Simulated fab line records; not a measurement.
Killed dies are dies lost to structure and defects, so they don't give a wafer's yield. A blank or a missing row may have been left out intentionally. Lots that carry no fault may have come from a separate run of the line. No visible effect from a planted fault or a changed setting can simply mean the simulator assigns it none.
A lot that was struck, set against a sound lot || flow nand harc || 40 out of 1302 route steps
Sound: wafers L634.1, L634.3, L634.6. The struck wafers were L647.1, L647.5, L647.6. The cause is given at the end.
Each step with rows lists, per side, the tool, then ch with its chambers, then its first start. Under that, the readings that differ: sound wafers || struck wafers || difference of the means || sigmas: that difference in standard deviations of wafers without a fault.
alike: a reading whose means differ by less than 2 such deviations, as well as words and numbers matching on both sides. not compared: withheld readings; readings where some wafer has no value; bounds like >300 that might hide an equal value; numbers whose values overlap and for which the record gives no deviation.
Wherever a step has rows on one side only, a row that says differs or no value, or a row with sigmas, the two part there. Numbers that don't overlap but have no deviation are shown without sigmas and don't part them. A reading missing from all wafers of one side parts the sides only when that side holds two or more wafers.

first, 5 steps without rows for these wafers: NHARC_P_M1_SOFTBAKE_04 (time 55 s); NHARC_P_M1_EBR_05; NHARC_P_M1_EXPOSE_06 (exposes mask P M1, target cd 130 nm); NHARC_P_M1_PEB_07 (peb time 65 s); NHARC_P_M1_DEVELOP_08 (develop time 35 s).
NHARC_P_M1_CD_MEAS_09 targets a cd of 130 nm.
  sound on cd sem-03 ch 0, day 10 07:58; struck on cd sem-03 ch 0, day 15 07:18
{"reading": "cd nm (nm)", "sound": "129.7 130.2 129.5", "struck": "131.7 131.1 131.1", "difference": "+1.5", "sigmas": "+2"}
NHARC_P_M1_OVL_MEAS_10: pitch 260 nm.
  sound on overlay-01 at day 10 08:04; struck on overlay-01 at day 15 07:23
  alike: overlay x nm, overlay y nm
NHARC_P_M1_INSPECT_11:
  sound on defect inspect-01 at day 10 08:06; struck on defect inspect-01 at day 15 07:26
  alike: raw defect count
then, 1 step without rows for these wafers: NHARC_P_M1_DESCUM_14 (chemistry O2, time 3 s).
NHARC_P_M1_ETCH_35: etches the open film in N2/H2, target depth 40 nm, overetch 12 nm, time 43.94 s.
  sound on rie diel-09 ch 1,2, day 10 08:14; struck on rie diel-08 ch 1,2,3, day 15 07:35
  alike: drypump motor current A, mfc ar sccm, oes product au, rf fwd power W, rf vpp V, showerhead plenum p Torr, throttle valve pct
  not compared: rf hours counter h
then, 1 step without rows for these wafers: NHARC_P_M1_ETCH_15 (etches the open film in C4F8/Ar, target depth 182.5 nm, time 91.2 s).
NHARC_P_M1_CD_MEAS_16:
  sound on cd sem-03 at day 10 08:28; struck on cd sem-02 at day 15 07:48
{"reading": "cd nm (nm)", "sound": "129.5 130.2 128.6", "struck": "131.8 133.0 130.8", "difference": "+2.4", "sigmas": "+3"}
NHARC_P_M1_STRIP_18: strips in N2/H2.
  sound on rie diel-08 ch 0,1,2, day 10 08:34; struck on rie diel-09 ch 1,2,3, day 15 07:57
  alike: drypump motor current A, mfc ar sccm, oes product au, rf fwd power W, rf vpp V, showerhead plenum p Torr, throttle valve pct
  not compared: rf hours counter h
NHARC_P_M1_ETCH_28: etches the open film in CF4/N2, target depth 30 nm, time 72.99 s.
  sound on rie diel-08 ch 2,3; struck on rie diel-09 ch 0,1,3
  alike: drypump motor current A, mfc ar sccm, oes product au, rf fwd power W, rf vpp V, showerhead plenum p Torr, throttle valve pct
  not compared: rf hours counter h
then, 1 step without rows for these wafers: NHARC_P_M1_STRIP_19 (strips in post etch residue remover, time 600 s).
NHARC_P_M1_DEGAS_29: time 60 s.
  sound on pvd sputter-02 at day 10 09:11; struck on pvd sputter-02 at day 15 08:32
  alike: heater power w
then, 2 steps without rows for these wafers: NHARC_P_M1_PRE_CLEAN_30 (time 30 s); NHARC_P_M1_PVD_20 (deposits TaN, target thk 5 nm, time 8.06 s).
NHARC_P_M1_PVD_21: deposits Cu, target thk 30 nm, time 20.49 s.
  sound on pvd sputter-02; struck on pvd sputter-02
  alike: throttle valve pct
then, 3 steps without rows for these wafers: NHARC_P_M1_ECD_22 (material Cu, target thk 400 nm); NHARC_P_M1_ANNEAL_31 (time 90 s); NHARC_P_M1_CMP_23 (polishes, t overpolish 20 s, target thk 157.82 nm).
NHARC_P_M1_THK_MEAS_24: measures by xrf.
  sound on film metro-02 at day 10 10:34; struck on film metro-01 at day 15 09:54
  alike: thk nm
following that, these wafers have no rows for 1 step: NHARC_P_M1_SRD_25.
NHARC_P_M1_PRE_CLEAN_32: time 12 s.
  sound on pecvd-02 ch 0,1,2, day 10 10:49; struck on pecvd-01 ch 0,1, day 15 10:09
  alike: heater power w, rf fwd power W
then, 11 steps without rows for these wafers: NHARC_P_M1_DEP_33 (deposits SiCN, target thk 30 nm); NHARC_P_M2_DEP_00 (deposits SiOC, target thk 182.5 nm); NHARC_P_M2_DEHYDRATE_01 (time 120 s); NHARC_P_M2_HMDS_02 (time 30 s); NHARC_P_M2_COAT_34 (time 65 s); NHARC_P_M2_COAT_03 (resist thk 90 nm); NHARC_P_M2_SOFTBAKE_04 (time 55 s); NHARC_P_M2_EBR_05; NHARC_P_M2_EXPOSE_06 (exposes mask P M2, target cd 170 nm); NHARC_P_M2_PEB_07 (peb time 65 s); NHARC_P_M2_DEVELOP_08 (develop time 35 s).
NHARC_P_M2_CD_MEAS_09 targets a cd of 170 nm.
  sound on cd sem-01 ch 0, day 10 12:15; struck on cd sem-02 ch 0, day 15 11:29
  alike: cd nm
NHARC_P_M2_OVL_MEAS_10: pitch 340 nm.
  sound on overlay-02 at day 10 12:20; struck on overlay-01 at day 15 11:35
{"reading": "overlay x nm (nm)", "sound": "-1.2 -1.2 -0.8", "struck": "0.9 1.0 0.9", "difference": "+2.0", "sigmas": "+3"}
  alike: overlay y nm
then, 1 step without rows for these wafers: NHARC_P_M2_DESCUM_14 (chemistry O2, time 3 s).
-- the record jumps here: 18 days lie between the struck wafers' starts before and after (it left off in module P_M2 and takes up again in module END, whose first step shown is number 1302 of the route) --
NHARC_END_SORT_01:
  only the struck wafers appear in the record here, on prober-02 ch 0 at day 33 12:16; the sound ones have no rows

WHERE THEY PART
At NHARC_P_M1_CD_MEAS_09 first; at NHARC_END_SORT_01 last (within this record only).

WHY: whatever the simulator had introduced
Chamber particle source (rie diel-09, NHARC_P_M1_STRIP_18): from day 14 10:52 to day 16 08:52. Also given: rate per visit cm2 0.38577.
